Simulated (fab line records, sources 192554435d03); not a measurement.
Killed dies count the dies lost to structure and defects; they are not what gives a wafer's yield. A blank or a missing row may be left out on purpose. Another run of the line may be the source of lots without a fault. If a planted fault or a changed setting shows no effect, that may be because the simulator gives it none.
8D (eight disciplines) problem report, filled in by code || flow n5Finfet || the parts of the form that need people (team, actions taken, sign-off) are left out
Where a reading is given only as a bound, like >300, the bound stands for it, and a mean or a difference that rests on one is marked > or <: the true number lies beyond.

## 1. WHAT IS WRONG
N5_ZERO_LAYER_INSPECT_20, rawDefectCount: mean 920 over 1 wafer from 1 lot; wafers with no fault: 37, standard deviation 19. That puts it +46 standard deviations away from the usual mean.
The step: inspects for defects (darkfield).
First seen on wafer L236.1, day 5 13:28, on defectInspect-01. The record has a number at this step for 22 wafers belonging to 8 lots. By rule, "out" or "out of limits" means more than 4 standard deviations away from the usual mean. The rest of the wafers with a number are treated as sound.

## 2. WHAT IT IS; WHAT IT IS NOT
{"question": "which readings at this step", "is": "rawDefectCount", "is not": "-"}
{"question": "which lots", "is": "L236", "is not": "L221, L224, L225, L226, L231, L242, L243"}
{"question": "which wafers of those lots", "is": "L236.1", "is not": "L236.3, L236.5"}
{"question": "read on which gauges", "is": "defectInspect-01", "is not": "defectInspect-02"}
{"question": "when", "is": "from day 5 13:28", "is not": "up to then (16 sound wafers); but 5 sound wafers of L242, L243 came after"}

## 3. SUSPECTS, AND WHAT RULES EACH OUT
Counting: any tool at a process step up to the reading remains a suspect provided it ran every lot that is out. Sound lots after the first of them don't rule it out here, since some wafers of a struck lot are sound.
- the gauge at N5_ZERO_LAYER_INSPECT_20 is ruled out. All the wafers that are out were read on defectInspect-01, but those of them that N5_WELL_APT_INSPECT_10 has rows for are out there too, on other tools.
- rieSi-01 at N5_ZERO_LAYER_ETCH_18 (etches Si in HBr/Cl2, target depth 120 nm, time 40 s): kept. It processed L236, the lot that is out, at day 5 12:55, and its most recent sound lot before then was L224 at day 2 12:52.
- At N5_ZERO_LAYER_ETCH_18, inside rieSi-01: chamber 1 took the wafers that are out, while their sound lot-mates went through chambers 0, 2.
Left after counting: rieSi-01 at N5_ZERO_LAYER_ETCH_18.

## 4. THE CAUSE (what the simulator had put in)
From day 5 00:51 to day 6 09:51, rieSi-01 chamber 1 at N5_ZERO_LAYER_ETCH_18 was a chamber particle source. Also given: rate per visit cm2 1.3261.
This tool alone remained once counting was done.

## 5. THE CHAIN OF EFFECTS, in route order
Each row: a reading whose mean over the struck wafers that have a number lies more than 3 standard deviations from the usual. Readings are gone through only where the record gives a usual standard deviation; hours: the median, over the lots, of the time from a lot's start at the first step in this table giving one to that lot's start at this step; sigmas: the change measured in usual standard deviations.
{"hours": 0, "step": "N5_ZERO_LAYER_INSPECT_20", "reading": "rawDefectCount", "usual": 37, "on struck wafers": 920, "change": "+883", "sigmas": "+46"}
{"hours": 0, "step": "N5_WELL_APT_INSPECT_10", "reading": "rawDefectCount", "usual": 1.8, "on struck wafers": ">300", "change": ">+298", "sigmas": "+99 or more"}
{"hours": 276, "step": "N5_PASSIVATION_PROBE_49", "reading": "killedAtFrontEnd", "usual": 37, "on struck wafers": 78, "change": "+41", "sigmas": "+3.7"}
{"hours": 276, "step": "N5_PASSIVATION_PROBE_49", "reading": "killedOnRim", "usual": 14, "on struck wafers": 29, "change": "+15", "sigmas": "+3.4"}
Its process steps:
- N5_PASSIVATION_PROBE_49
Later measuring or inspecting steps at which every struck wafer that the step has a row for has a number for every such reading, and none has moved that far: N5_WELL_APT_OVL_MEAS_09, N5_BEOL_M4_RC_MEAS_101.

## 6. HOW IT WOULD HAVE BEEN CAUGHT EARLIER
13 hours passed between the start of the fault at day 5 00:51 and the first reading out of limits at a measuring or inspecting step in this record, taken at day 5 13:28.
No tool reading at N5_ZERO_LAYER_ETCH_18 that has a usual standard deviation in the record was out on any struck wafer, so an alarm limit of 4 standard deviations on those readings would not have fired.
By day 5 13:28 the whole set of lots that are out, 1 in number, had already begun N5_ZERO_LAYER_ETCH_18 on rieSi-01. Had the tool been put on hold then, not one of them would have been saved.
